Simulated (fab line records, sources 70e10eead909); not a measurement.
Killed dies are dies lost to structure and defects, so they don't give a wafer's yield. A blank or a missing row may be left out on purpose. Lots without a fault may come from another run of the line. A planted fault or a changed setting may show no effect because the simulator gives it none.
fab line records | flow nand_harc
record lots=6 wafers=18 last_day=32
route steps=1302 shown A_ONON_D2@552 END@1302
lots that met no fault: from a run of the same line without faults
start_h: hours from the record's first day to the start of the lot's first wafer shown | wait_h: hours since the lot's step before | " the same as in the row above | L1.1+2: a row that stands for several wafers | - no value, or no start given | * or withheld: withheld | < > ~ a bound
route shown NAME@n: a module of which the file shows steps, and the number in the route of the first | usual: mean/standard deviation of fault-free wafers | same: alike in all rows | chamber/n: place in a boat | sites: the reading at each site | _std_site: their standard deviation | _edge_site: outer sites' mean less inner sites' | radius_mm: how far each site lies from the wafer's centre | mask NAME#n: copy n | behind: the tool/chamber that last shaped the wafer | hold: why the lot was held/for how many hours/how that ended | device: the transistor (n, p or np) that didn't switch | end of line: the same wafers' tests at the end of the route | a step without rows: its recipe alone | killed: dies lost to structure and defects at the first sort, not the wafer's yield | map: a wafer's dies, x killed, . not, _ none there
set.NAME: the setting as run; set.NAME@STEP: as run at that earlier step | model.NAME: the simulator's own value behind a step, which no gauge read
lots at some steps of the route; a table a step, a row a wafer
services: from which hour (start_h, from the record's first day; less than 0 if before it) a tool's chamber was out of use, for how many hours, and why
## steps
# step NHARC_A_ONON_D2_THK_MEAS_11
# recipe thk_meas_gauge=ellipsometry
# usual thk_nm=1005/11
# columns lot.wafer tool chamber start_h wait_h thk_nm
L681.2 film_metro-02 - 293.58 - 1023
L681.3 " - " " 1022
L681.4 " - " " 1021
L683.1 film_metro-01 - 316.49 - 997
L683.3 " - " " 997
L683.6 " - " " 998
L688.3 film_metro-01 - 373.61 - 1007
L688.4 " - " " 1006
L688.5 " - " " 1006
L690.2 film_metro-01 - 396.35 - 997
L690.3 " - " " 998
L690.6 " - " " 998
L699.2 film_metro-02 - 485.61 - 992
L699.3 " - " " 993
L699.6 " - " " 992
L700.2 film_metro-02 - 485.63 - 1006
L700.5 " - " " 1007
L700.6 " - " " 1004
# step NHARC_A_ONON_D2_DEP_12
# recipe target_thk_a=10000 n2_flow_sccm=2750 n2o_flow_sccm=2000 nh3_flow_sccm=500 sih4_flow_sccm=210 temp_c=400
# step NHARC_A_ONON_D2_THK_MEAS_14
# recipe thk_meas_gauge=ellipsometry
# usual thk_nm=999/11
# columns lot.wafer tool chamber start_h wait_h thk_nm
L681.2 film_metro-02 - 294.14 - 995
L681.3 " - " " 995
L681.4 " - " " 995
L683.1 film_metro-01 - 317.05 - 989
L683.3 " - " " 986
L683.6 " - " " 988
L688.3 film_metro-01 - 374.18 - 1014
L688.4 " - " " 1017
L688.5 " - " " 1015
L690.2 film_metro-01 - 396.92 - 1001
L690.3 " - " " 1002
L690.6 " - " " 1002
L699.2 film_metro-02 - 486.19 - 987
L699.3 " - " " 988
L699.6 " - " " 988
L700.2 film_metro-01 - 486.20 - 995
L700.5 " - " " 996
L700.6 " - " " 997
# step NHARC_A_ONON_D2_ANNEAL_15
# recipe temp_c=750 time_s=3600
# step NHARC_A_ONON_D2_DEP_16
# recipe target_thk_a=10000 n2_flow_sccm=2750 n2o_flow_sccm=2000 nh3_flow_sccm=500 sih4_flow_sccm=210 temp_c=400
# step NHARC_A_ONON_D2_THK_MEAS_18
# recipe thk_meas_gauge=ellipsometry
# usual thk_nm=999/7.6
# columns lot.wafer tool chamber start_h wait_h thk_nm
L681.2 film_metro-02 - 302.18 - 987
L681.3 " - " " 989
L681.4 " - " " 988
L683.1 film_metro-01 - 324.52 - 1002
L683.3 " - " " 1003
L683.6 " - " " 1001
L688.3 film_metro-01 - 381.52 - 998
L688.4 " - " " 996
L688.5 " - " " 993
L690.2 film_metro-01 - 404.32 - 985
L690.3 " - " " 986
L690.6 " - " " 986
L699.2 film_metro-02 - 493.89 - 1001
L699.3 " - " " 1002
L699.6 " - " " 1002
L700.2 film_metro-01 - 493.89 - 997
L700.5 " - " " 998
L700.6 " - " " 998
# step NHARC_A_ONON_D2_DEP_19
# recipe target_thk_a=10000 n2_flow_sccm=2750 n2o_flow_sccm=2000 nh3_flow_sccm=500 sih4_flow_sccm=210 temp_c=400
# step NHARC_A_ONON_D2_THK_MEAS_21
# recipe thk_meas_gauge=ellipsometry
# usual thk_nm=1004/8.3
# columns lot.wafer tool chamber start_h wait_h thk_nm
L681.2 film_metro-01 - 302.74 - 994
L681.3 " - " " 994
L681.4 " - " " 994
L683.1 film_metro-01 - 325.08 - 1000
L683.3 " - " " 1001
L683.6 " - " " 1003
L688.3 film_metro-01 - 382.09 - 1002
L688.4 " - " " 1001
L688.5 " - " " 1003
L690.2 film_metro-01 - 404.89 - 1011
L690.3 " - " " 1010
L690.6 " - " " 1012
L700.2 film_metro-01 - 494.45 - 1007
L700.5 " - " " 1011
L700.6 " - " " 1012
L699.2 film_metro-01 - 494.46 - 1022
L699.3 " - " " 1020
L699.6 " - " " 1023
# step NHARC_A_ONON_D2_DEP_22
# recipe target_thk_a=10000 n2_flow_sccm=2750 n2o_flow_sccm=2000 nh3_flow_sccm=500 sih4_flow_sccm=210 temp_c=400
# step NHARC_A_ONON_D2_THK_MEAS_24
# recipe thk_meas_gauge=ellipsometry
# usual thk_nm=996/11
# columns lot.wafer tool chamber start_h wait_h thk_nm
L681.2 film_metro-01 - 303.31 - 985
L681.3 " - " " 986
L681.4 " - " " 986
L683.1 film_metro-01 - 325.65 - 1000
L683.3 " - " " 1000
L683.6 " - " " 999
L688.3 film_metro-01 - 382.66 - 993
L688.4 " - " " 995
L688.5 " - " " 997
L690.2 film_metro-02 - 405.45 - 996
L690.3 " - " " 995
L690.6 " - " " 994
L700.2 film_metro-02 - 495.02 - 1004
L700.5 " - " " 1006
L700.6 " - " " 1004
L699.2 film_metro-01 - 495.03 - 981
L699.3 " - " " 980
L699.6 " - " " 981
# step NHARC_A_ONON_D2_DEP_25
# recipe target_thk_a=10000 n2_flow_sccm=2750 n2o_flow_sccm=2000 nh3_flow_sccm=500 sih4_flow_sccm=210 temp_c=400
# step NHARC_A_ONON_D2_THK_MEAS_27
# recipe thk_meas_gauge=ellipsometry
# usual thk_nm=1001/9.4
# columns lot.wafer tool chamber start_h wait_h thk_nm
L681.2 film_metro-01 - 303.88 - 1000
L681.3 " - " " 999
L681.4 " - " " 999
L683.1 film_metro-01 - 326.22 - 986
L683.3 " - " " 987
L683.6 " - " " 986
L688.3 film_metro-01 - 383.22 - 1009
L688.4 " - " " 1009
L688.5 " - " " 1009
L690.2 film_metro-01 - 406.02 - 993
L690.3 " - " " 994
L690.6 " - " " 993
L700.2 film_metro-02 - 495.59 - 1010
L700.5 " - " " 1010
L700.6 " - " " 1010
L699.2 film_metro-01 - 495.60 - 996
L699.3 " - " " 996
L699.6 " - " " 995
# step NHARC_A_ONON_D2_DEP_28
# recipe target_thk_a=10000 n2_flow_sccm=2750 n2o_flow_sccm=2000 nh3_flow_sccm=500 sih4_flow_sccm=210 temp_c=400
# usual nh3_flow_sccm=500.2/1.8
# columns lot.wafer tool chamber start_h wait_h nh3_flow_sccm
L681.2 pecvd_onon-03 0 303.99 0.1 502.7
L681.3 " 0 " " 503.2
L681.4 " 0 " " 503.9
L683.1 pecvd_onon-01 0 326.28 0.1 500.0
L683.3 " 0 " " 496.8
L683.6 " 0 " " 496.7
L688.3 pecvd_onon-01 0 383.39 0.2 500.7
L688.4 " 0 " " 501.0
L688.5 " 0 " " 501.9
L690.2 pecvd_onon-01 0 406.13 0.1 497.2
L690.3 " 0 " " 495.5
L690.6 " 0 " " 497.4
L700.2 pecvd_onon-03 0 495.70 0.1 498.7
L700.5 " 0 " " 500.0
L700.6 " 0 " " 499.5
L699.2 pecvd_onon-01 0 495.71 0.1 501.8
L699.3 " 0 " " 503.0
L699.6 " 0 " " 501.0
# step NHARC_A_ONON_D2_THK_MEAS_30
# recipe thk_meas_gauge=ellipsometry
# usual thk_nm=1000/10
# columns lot.wafer tool chamber start_h wait_h hold thk_nm
L681.2 film_metro-01 - 304.45 - - 1011
L681.3 " - " " - 1013
L681.4 " - " " - 1012
L683.1 film_metro-02 - 326.78 - - 997
L683.3 " - " " - 993
L683.6 " - " " - 996
L688.3 film_metro-01 - 383.79 - await_dispo/0.2h/release 1008
L688.4 " - " " await_dispo/0.2h/release 1006
L688.5 " - " " await_dispo/0.2h/release 1468
L688.3 film_metro-01 - 383.96 0.2 - 1006
L688.4 " - " " - 1008
L688.5 " - " " - 1464
L690.2 film_metro-02 - 406.60 - await_dispo/0.2h/release 985
L690.3 " - " " await_dispo/0.2h/release 983
L690.6 " - " " await_dispo/0.2h/release 1441
L690.2 film_metro-02 - 406.77 0.2 - 985
L690.3 " - " " - 984
L690.6 " - " " - 1441
L700.2 film_metro-02 - 496.16 - - 980
L700.5 " - " " - 979
L700.6 " - " " - 980
L699.2 film_metro-02 - 496.16 - - 1010
L699.3 " - " " - 1011
L699.6 " - " " - 1010
# step NHARC_A_ONON_D2_DEP_33
# recipe target_thk_a=2000 temp_c=400 pressure_torr=6.5 rf_w=900 teos_flow_sccm=161.4 flow_sccm=2650 target_thk_nm=200 gas=O2 material=SiO2
# usual heater_power_outer_w=282/70 heater_power_w=530/89 throttle_valve_pct=15.9/0.39
# columns lot.wafer tool chamber start_h wait_h hold heater_power_outer_w heater_power_w throttle_valve_pct
L681.2 pecvd-03 1 304.55 0.1 - 202 432 15.9
L681.3 " 2 " " - 299 593 15.6
L681.4 " 2 " " - 317 604 15.5
L683.1 pecvd-01 2 326.95 0.2 - 276 542 15.6
L683.3 " 1 " " - 288 553 15.4
L683.6 " 0 " " - 364 645 15.6
L688.3 pecvd-03 1 387.09 3.1 await_dispo/3.0h/release 241 512 15.9
L688.5 " 0 " " await_dispo/3.0h/release 389 582 15.8
L688.4 " 2 " " await_dispo/3.0h/release 311 586 15.8
L690.2 pecvd-01 1 409.19 2.4 await_dispo/2.4h/release 273 544 16.0
L690.3 " 2 " " await_dispo/2.4h/release 274 533 15.3
L690.6 " 0 " " await_dispo/2.4h/release 314 584 15.5
L700.2 pecvd-04 2 496.31 0.1 - 177 401 16.3
L700.6 " 1 " " - 321 566 16.3
L700.5 " 2 " " - 92 282 16.3
L699.2 pecvd-04 0 496.49 0.3 - 361 658 15.9
L699.3 " 1 " " - 306 564 16.3
L699.6 " 0 " " - 258 484 15.4
# step NHARC_END_SORT_01
# recipe temp_c=25
# usual killed_at_array=59/21 killed_at_other=1.0/1.1 killed_at_periphery=4.0/2.6 killed_dies=64/21 killed_open=3.2/1.7 killed_short=2.5/1.5
# same gross_dies=677
# columns lot.wafer tool chamber start_h wait_h hold killed_at_array killed_at_other killed_at_periphery killed_dies killed_open killed_short
L681.2 prober-01 0 594.40 2.8 - 22 1 3 26 3 3
L681.3 prober-01 0 595.21 3.1 - 24 0 4 28 2 3
L681.4 prober-01 0 596.03 3.4 - 24 2 2 28 4 6
L683.1 prober-02 0 623.23 2.5 - 32 0 6 38 4 4
L683.3 prober-02 0 624.82 3.1 - 31 0 8 39 6 3
L683.6 prober-02 0 627.21 4.0 - 36 0 9 45 9 3
L688.3 prober-02 0 664.95 3.1 await_dispo/4.4h/release 45 1 8 54 2 1
L688.4 prober-02 0 665.76 3.4 await_dispo/4.4h/release 52 1 3 56 2 4
L688.5 prober-02 0 666.57 3.7 await_dispo/4.4h/release 671 1 5 677 3 2
L690.2 prober-01 0 674.20 2.8 await_dispo/2.8h/release 45 0 2 47 4 1
L690.3 prober-01 0 674.99 3.1 await_dispo/2.8h/release 54 2 3 59 5 3
L690.6 prober-01 0 677.38 4.0 await_dispo/2.8h/release 675 0 2 677 4 7
L699.2 prober-02 0 774.98 2.8 - 44 4 2 50 1 0
L699.3 prober-02 0 775.78 3.1 - 48 2 2 52 2 0
L699.6 prober-02 0 778.19 4.0 - 50 1 5 56 1 6
L700.2 prober-01 0 774.98 2.8 - 58 1 6 65 7 4
L700.5 prober-01 0 777.37 3.7 - 56 3 3 62 2 5
L700.6 prober-01 0 778.17 4.0 - 61 0 6 67 6 2
# killed by level:class
L681.2 A_CHANNEL_HOLE_D2:chamber_film_flake=10 A_CONTACT:chamber_film_flake=3 P_M0:geometric_particle:open=2 A_CHANNEL_HOLE_D1:chamber_film_flake=2 A_CHANNEL_HOLE_D1:geometric_particle:short=1 A_CHANNEL_HOLE_D2:geometric_particle:short=1 A_CHANNEL_FILL_D2:geometric_particle:short=1 A_M0:geometric_particle:open=1
L681.3 A_CHANNEL_HOLE_D2:chamber_film_flake=9 A_CHANNEL_HOLE_D1:chamber_film_flake=4 A_CONTACT:chamber_film_flake=4 P_GATE:chamber_film_flake=2 A_DECK1_JOINT:chamber_film_flake=2 A_STAIRCASE:chamber_film_flake=2 P_GATE:geometric_particle:open=1 P_M1:geometric_particle:short=1
L681.4 A_CHANNEL_HOLE_D2:chamber_film_flake=11 A_ONON_D1:geometric_particle:short=2 A_BLC:geometric_particle:open=2 P_GATE:chamber_film_flake=2 THIN_TSV:chamber_film_flake=2 A_DECK1_JOINT:geometric_particle:short=1 A_ONON_D2:geometric_particle:open=1 A_SGD_CUT:geometric_particle:short=1
L683.1 A_CHANNEL_HOLE_D2:chamber_film_flake=10 A_CONTACT:chamber_film_flake=4 P_GATE:chamber_film_flake=3 A_ZERO_WELL:chamber_film_flake=3 A_CHANNEL_HOLE_D1:chamber_film_flake=3 A_STAIRCASE:chamber_film_flake=3 A_M0:geometric_particle:open=2 A_WL_FILL:chamber_film_flake=2
L683.3 A_CHANNEL_HOLE_D2:chamber_film_flake=11 A_CONTACT:chamber_film_flake=4 P_ZERO_WELL:chamber_film_flake=3 A_ZERO_WELL:chamber_film_flake=3 P_M1:geometric_particle:open=2 A_CHANNEL_HOLE_D2:geometric_particle:short=2 A_M0:geometric_particle:open=2 P_GATE:chamber_film_flake=2
L683.6 A_CHANNEL_HOLE_D2:chamber_film_flake=7 A_ZERO_WELL:chamber_film_flake=5 A_WL_FILL:chamber_film_flake=5 P_GATE:chamber_film_flake=4 A_CHANNEL_HOLE_D1:chamber_film_flake=3 A_SLIT:chamber_film_flake=3 A_CONTACT:chamber_film_flake=3 P_M1:geometric_particle:open=2
L688.3 A_CHANNEL_HOLE_D1:chamber_film_flake=26 P_GATE:chamber_film_flake=7 A_CONTACT:chamber_film_flake=5 A_STAIRCASE:chamber_film_flake=4 A_SLIT:chamber_film_flake=4 A_CHANNEL_FILL_D1:chamber_film_flake=2 P_M1:geometric_particle:open=1 A_CHANNEL_FILL_D1:geometric_particle:open=1
L688.4 A_CHANNEL_HOLE_D1:chamber_film_flake=33 A_STAIRCASE:chamber_film_flake=4 A_CONTACT:chamber_film_flake=4 A_SLIT:chamber_film_flake=3 A_CHANNEL_FILL_D2:geometric_particle:short=2 P_GATE:chamber_film_flake=2 A_CHANNEL_FILL_D2:chamber_film_flake=2 A_DECK1_JOINT:geometric_particle:short=1
L688.5 A_ONON_D2:area_dep=623 A_CHANNEL_HOLE_D1:chamber_film_flake=35 A_SLIT:chamber_film_flake=4 P_GATE:chamber_film_flake=3 A_CHANNEL_FILL_D2:chamber_film_flake=3 P_M0:geometric_particle:open=1 P_M1:geometric_particle:short=1 A_ONON_D1:geometric_particle:short=1
L690.2 A_CHANNEL_HOLE_D2:chamber_film_flake=22 A_CHANNEL_HOLE_D1:chamber_film_flake=9 A_CONTACT:chamber_film_flake=4 A_CHANNEL_FILL_D1:chamber_film_flake=3 A_STAIRCASE:chamber_film_flake=2 P_GATE:geometric_particle:open=1 A_ONON_D1:geometric_particle:short=1 A_CHANNEL_FILL_D1:geometric_particle:open=1
L690.3 A_CHANNEL_HOLE_D2:chamber_film_flake=26 A_CHANNEL_HOLE_D1:chamber_film_flake=10 A_CONTACT:chamber_film_flake=5 A_DECK1_JOINT:chamber_film_flake=4 A_CHANNEL_FILL_D1:geometric_particle:open=3 P_STI:geometric_particle:short=2 THIN_TSV:chamber_film_flake=2 A_ONON_D1:geometric_particle:short=1
L690.6 A_ONON_D2:area_dep=637 A_CHANNEL_HOLE_D2:chamber_film_flake=13 A_CHANNEL_HOLE_D1:chamber_film_flake=7 A_WL_FILL:geometric_particle:short=3 A_DECK1_JOINT:chamber_film_flake=3 A_SLIT:chamber_film_flake=2 P_M0:geometric_particle:open=1 A_SOURCE_PLATE:geometric_particle:short=1
L699.2 A_SLIT:chamber_film_flake=32 A_STAIRCASE:chamber_film_flake=4 THIN_TSV:chamber_film_flake=4 A_CONTACT:chamber_film_flake=3 P_M0:chamber_film_flake=2 A_CHANNEL_FILL_D1:chamber_film_flake=1 A_CONTACT:geometric_particle:open=1 A_ZERO_WELL:chamber_film_flake=1
L700.2 A_CHANNEL_HOLE_D2:chamber_film_flake=31 A_CHANNEL_HOLE_D1:chamber_film_flake=6 A_CONTACT:chamber_film_flake=5 A_SLIT:chamber_film_flake=4 P_GATE:chamber_film_flake=3 A_ONON_D2:geometric_particle:open=2 A_CHANNEL_FILL_D2:geometric_particle:open=2 A_STAIRCASE:chamber_film_flake=2
L699.3 A_SLIT:chamber_film_flake=36 A_CONTACT:chamber_film_flake=5 A_CHANNEL_HOLE_D2:chamber_film_flake=2 A_STAIRCASE:chamber_film_flake=2 THIN_TSV:chamber_film_flake=2 A_SOURCE_PLATE:geometric_particle:open=1 A_ONON_D1:geometric_particle:open=1 P_ZERO_WELL:chamber_film_flake=1
L700.5 A_CHANNEL_HOLE_D2:chamber_film_flake=18 A_CHANNEL_HOLE_D1:chamber_film_flake=13 A_SLIT:chamber_film_flake=10 A_STAIRCASE:chamber_film_flake=4 A_CONTACT:chamber_film_flake=4 THIN_TSV:chamber_film_flake=3 A_CHANNEL_FILL_D2:geometric_particle:open=2 P_M0:geometric_particle:short=1
L700.6 A_CHANNEL_HOLE_D2:chamber_film_flake=35 A_CHANNEL_HOLE_D1:chamber_film_flake=7 A_SLIT:chamber_film_flake=7 P_GATE:chamber_film_flake=4 A_ONON_D1:geometric_particle:open=3 A_STAIRCASE:chamber_film_flake=2 A_CONTACT:chamber_film_flake=2 P_GATE:geometric_particle:open=1
L699.6 A_SLIT:chamber_film_flake=33 A_CHANNEL_HOLE_D1:chamber_film_flake=3 A_CONTACT:chamber_film_flake=3 A_WL_FILL:geometric_particle:short=2 P_GATE:chamber_film_flake=2 P_M0:chamber_film_flake=2 A_CHANNEL_FILL_D1:chamber_film_flake=2 P_CONTACT:geometric_particle:short=1
# map L688.5 (x killed, . not)
____________x____________
_________xxxxxxx_________
_______xxxxxxxxxxx_______
______xxxxxxxxxxxxx______
_____xxxxxxxxxxxxxxx_____
____xxxxxxxxxxxxxxxxx____
____xxxxxxxxxxxxxxxxx____
___xxxxxxxxxxxxxxxxxxx___
___xxxxxxxxxxxxxxxxxxx___
__xxxxxxxxxxxxxxxxxxxxx__
__xxxxxxxxxxxxxxxxxxxxx__
_xxxxxxxxxxxxxxxxxxxxxxx_
_xxxxxxxxxxxxxxxxxxxxxxx_
_xxxxxxxxxxxxxxxxxxxxxxx_
_xxxxxxxxxxxxxxxxxxxxxxx_
_xxxxxxxxxxxxxxxxxxxxxxx_
xxxxxxxxxxxxxxxxxxxxxxxxx
xxxxxxxxxxxxxxxxxxxxxxxxx
xxxxxxxxxxxxxxxxxxxxxxxxx
xxxxxxxxxxxxxxxxxxxxxxxxx
xxxxxxxxxxxxxxxxxxxxxxxxx
_xxxxxxxxxxxxxxxxxxxxxxx_
_xxxxxxxxxxxxxxxxxxxxxxx_
_xxxxxxxxxxxxxxxxxxxxxxx_
_xxxxxxxxxxxxxxxxxxxxxxx_
_xxxxxxxxxxxxxxxxxxxxxxx_
__xxxxxxxxxxxxxxxxxxxxx__
__xxxxxxxxxxxxxxxxxxxxx__
___xxxxxxxxxxxxxxxxxxx___
___xxxxxxxxxxxxxxxxxxx___
____xxxxxxxxxxxxxxxxx____
____xxxxxxxxxxxxxxxxx____
_____xxxxxxxxxxxxxxx_____
______xxxxxxxxxxxxx______
_______xxxxxxxxxxx_______
_________xxxxxxx_________
____________x____________
# map L690.6 (x killed, . not)
____________x____________
_________xxxxxxx_________
_______xxxxxxxxxxx_______
______xxxxxxxxxxxxx______
_____xxxxxxxxxxxxxxx_____
____xxxxxxxxxxxxxxxxx____
____xxxxxxxxxxxxxxxxx____
___xxxxxxxxxxxxxxxxxxx___
___xxxxxxxxxxxxxxxxxxx___
__xxxxxxxxxxxxxxxxxxxxx__
__xxxxxxxxxxxxxxxxxxxxx__
_xxxxxxxxxxxxxxxxxxxxxxx_
_xxxxxxxxxxxxxxxxxxxxxxx_
_xxxxxxxxxxxxxxxxxxxxxxx_
_xxxxxxxxxxxxxxxxxxxxxxx_
_xxxxxxxxxxxxxxxxxxxxxxx_
xxxxxxxxxxxxxxxxxxxxxxxxx
xxxxxxxxxxxxxxxxxxxxxxxxx
xxxxxxxxxxxxxxxxxxxxxxxxx
xxxxxxxxxxxxxxxxxxxxxxxxx
xxxxxxxxxxxxxxxxxxxxxxxxx
_xxxxxxxxxxxxxxxxxxxxxxx_
_xxxxxxxxxxxxxxxxxxxxxxx_
_xxxxxxxxxxxxxxxxxxxxxxx_
_xxxxxxxxxxxxxxxxxxxxxxx_
_xxxxxxxxxxxxxxxxxxxxxxx_
__xxxxxxxxxxxxxxxxxxxxx__
__xxxxxxxxxxxxxxxxxxxxx__
___xxxxxxxxxxxxxxxxxxx___
___xxxxxxxxxxxxxxxxxxx___
____xxxxxxxxxxxxxxxxx____
____xxxxxxxxxxxxxxxxx____
_____xxxxxxxxxxxxxxx_____
______xxxxxxxxxxxxx______
_______xxxxxxxxxxx_______
_________xxxxxxx_________
____________x____________
## services
# columns tool chamber start_h hours kind
pecvd-04 0 282.00 - clean
pecvd-04 1 282.00 - clean
pecvd-04 2 282.00 - clean
pecvd-01 - 311.20 13.0 pm
pecvd-01 0 311.20 13.0 vent_cycle
pecvd-01 1 311.20 13.0 vent_cycle
pecvd-01 2 311.20 13.0 vent_cycle
pecvd-01 0 324.20 - clean
pecvd-01 1 324.20 - clean
pecvd-01 2 324.20 - clean
pecvd-01 2 334.70 9.5 repair
pecvd-03 - 366.00 13.0 pm
pecvd-03 0 366.00 13.0 vent_cycle
pecvd-03 1 366.00 13.0 vent_cycle
pecvd-03 2 366.00 13.0 vent_cycle
pecvd-03 0 379.00 - clean
pecvd-03 1 379.00 - clean
pecvd_onon-03 - 408.04 13.0 pm
pecvd_onon-03 - 441.47 8.5 repair
pecvd-04 - 446.41 1.7 repair
pecvd-04 - 450.00 13.0 pm
pecvd_onon-01 - 450.14 13.0 pm
pecvd-03 - 475.02 1.0 repair
pecvd-01 - 492.20 13.0 pm
## key
first_sign step=NHARC_A_ONON_D2_THK_MEAS_30 reading=visit direction=added
effect step=NHARC_A_ONON_D2_THK_MEAS_30 reading=thk_nm direction=up sigmas=45 usual=1000 struck=1454
effect step=NHARC_END_SORT_01 reading=killed_at_array direction=up sigmas=29 usual=59 struck=673
more_kills_born_at NHARC_A_ONON_D2_DEP_28@pecvd_onon-01=1260
met_at NHARC_A_ONON_D2_DEP_28
struck_wafers L688.5,L690.6
later_rows_left_out L688.5,L690.6
tester_left_out L688,L690
onset_between 326.28 383.39
fault kind=process_parameter_drift tool=pecvd_onon-01 chamber=- onset_h=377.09 steps=NHARC_A_ONON_D2_DEP_28 channel=target_thk_a offset=* shape=step end_h=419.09 scope=struck_wafers_only acts_in=* stated=*
# tester_left_out: of these lots the tester's yield and bins aren't shown, on N5 and GAA mostly nor the transistor test; their killed dies are dies lost to structure and defects alone, not to doping, threshold or leakage, so they don't give the yield
# later_rows_left_out: the simulator's readings of these wafers behind a module that went badly wrong aren't trusted and aren't shown, but for the sort
